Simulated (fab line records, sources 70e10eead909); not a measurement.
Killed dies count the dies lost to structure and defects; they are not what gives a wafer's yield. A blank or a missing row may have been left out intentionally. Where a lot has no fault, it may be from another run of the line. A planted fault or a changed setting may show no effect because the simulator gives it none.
A struck lot beside a sound one ; flow nandHarc ; 15 steps out of a route of 1159
Sound: these wafers, L806.2, L806.5, L806.6. Wafers L815.3, L815.4, L815.5 were the ones struck. The cause is given at the end.
Each step with rows lists, per side, the tool, then ch with its chambers, then its first start. Under that, the readings that differ: sound wafers ; struck wafers ; difference of the means ; sigmas: that difference in standard deviations of wafers without a fault.
alike: a reading whose means differ by less than 2 such deviations, as well as words and numbers matching on both sides. not compared: withheld readings; readings where some wafer has no value; bounds like >300 that might hide an equal value; numbers whose values overlap and for which the record gives no deviation.
Wherever a step has rows on one side only, a row that says differs or no value, or a row with sigmas, the two part there. When numbers do not overlap yet have no deviation, they are printed without sigmas and do not part them. A reading missing from all wafers of one side parts the sides only when that side holds two or more wafers.

first, 5 steps without rows for these wafers: NHARC_P_GATE_SOFTBAKE_21 (time 55 s); NHARC_P_GATE_EBR_22; NHARC_P_GATE_EXPOSE_23 (exposes mask P GATE, target cd 120 nm); NHARC_P_GATE_PEB_24 (peb time 65 s); NHARC_P_GATE_DEVELOP_25 (develop time 35 s).
NHARC_P_GATE_CD_MEAS_26: target cd 120 nm.
  sound on cdSem-01 ch 0, day 6 10:21; struck on cdSem-02 ch 0, day 8 19:28
  alike: cdNm
NHARC_P_GATE_OVL_MEAS_27:
  sound: overlay-01 at day 6 10:26; struck: overlay-01 at day 8 19:33
  alike: overlayXNm, overlayYNm
NHARC_P_GATE_INSPECT_28:
  sound: defectInspect-02 at day 6 10:28; struck: defectInspect-02 at day 8 19:35
  alike: rawDefectCount
NHARC_P_GATE_DESCUM_31: chemistry O2, time 3 s.
  sound on rieDiel-04 ch 0,1,2, day 6 10:34; struck on rieDiel-02 ch 0,1,3, day 8 19:39
  alike: drypumpMotorCurrentA, oesProductAu, rfVppV, showerheadPlenumPTorr, throttleValvePct
  not compared: rfHoursCounterH
NHARC_P_GATE_ETCH_104: etches the open film in CF4/CHF3, target depth 60 nm.
  sound on rieDiel-04 ch 2,3, day 6 10:38; struck on rieDiel-02 ch 0,1,3, day 8 19:47
  alike: biasW, cf4FlowSccm, drypumpMotorCurrentA, oesProductAu, rfVppV, showerheadPlenumPTorr, throttleValvePct
NHARC_P_GATE_HM_OPEN_105: chemistry O2/COS, target depth 360 nm.
  sound: rieDiel-04 ch 2,3; struck: rieDiel-02 ch 0,1,2
reading;sound;struck;difference;sigmas
oesProductAu (a.u.);0.993 0.993 0.985;1.020 1.002 1.023;+0.025;+2
  alike: biasW, drypumpMotorCurrentA, rfVppV, showerheadPlenumPTorr, throttleValvePct
  not compared: rfHoursCounterH
then, 1 step without rows for these wafers: NHARC_P_GATE_STRIP_106 (strips in O2/COS).
NHARC_P_GATE_ETCH_114: etches the open film in CF4/O2, target depth 30 nm, overetch 3 nm, time 16.5 s.
  sound on rieDiel-04 ch 0,3, day 6 11:00; struck on rieDiel-02 ch 0,1, day 8 20:00
  no value came back on the struck wafers for any of 7 readings (biasW (W), cf4FlowSccm (sccm) and others); on the sound wafers biasW (W) reads 100.2 100.1 99.8
  not compared: rfHoursCounterH
NHARC_P_GATE_ETCH_32: etches the open film in HBr/Cl2, target depth 150 nm, time 100.1 s.
  sound on rieSi-02 ch 0,2,3, day 6 11:10; struck on rieSi-02 ch 1,2,3, day 8 20:11
  alike: biasW, chamberPressureMTorr, drypumpMotorCurrentA, hbrFlowSccm, oesProductAu, throttleValvePct
  not compared: rfHoursCounterH
-- jump in the record: it breaks off in module P_GATE and resumes in module END (first step shown: number 1159 of the route), and 15 days separate the struck wafers' starts before and after --
NHARC_END_SORT_01:
  at this point the record logs the struck wafers (prober-02 ch 0, day 24 02:45) and has no rows for the sound ones

== WHERE THEY PART ==
Last at NHARC_END_SORT_01 as far as this record goes, first at NHARC_P_GATE_HM_OPEN_105.

WHY: the cause the simulator had injected
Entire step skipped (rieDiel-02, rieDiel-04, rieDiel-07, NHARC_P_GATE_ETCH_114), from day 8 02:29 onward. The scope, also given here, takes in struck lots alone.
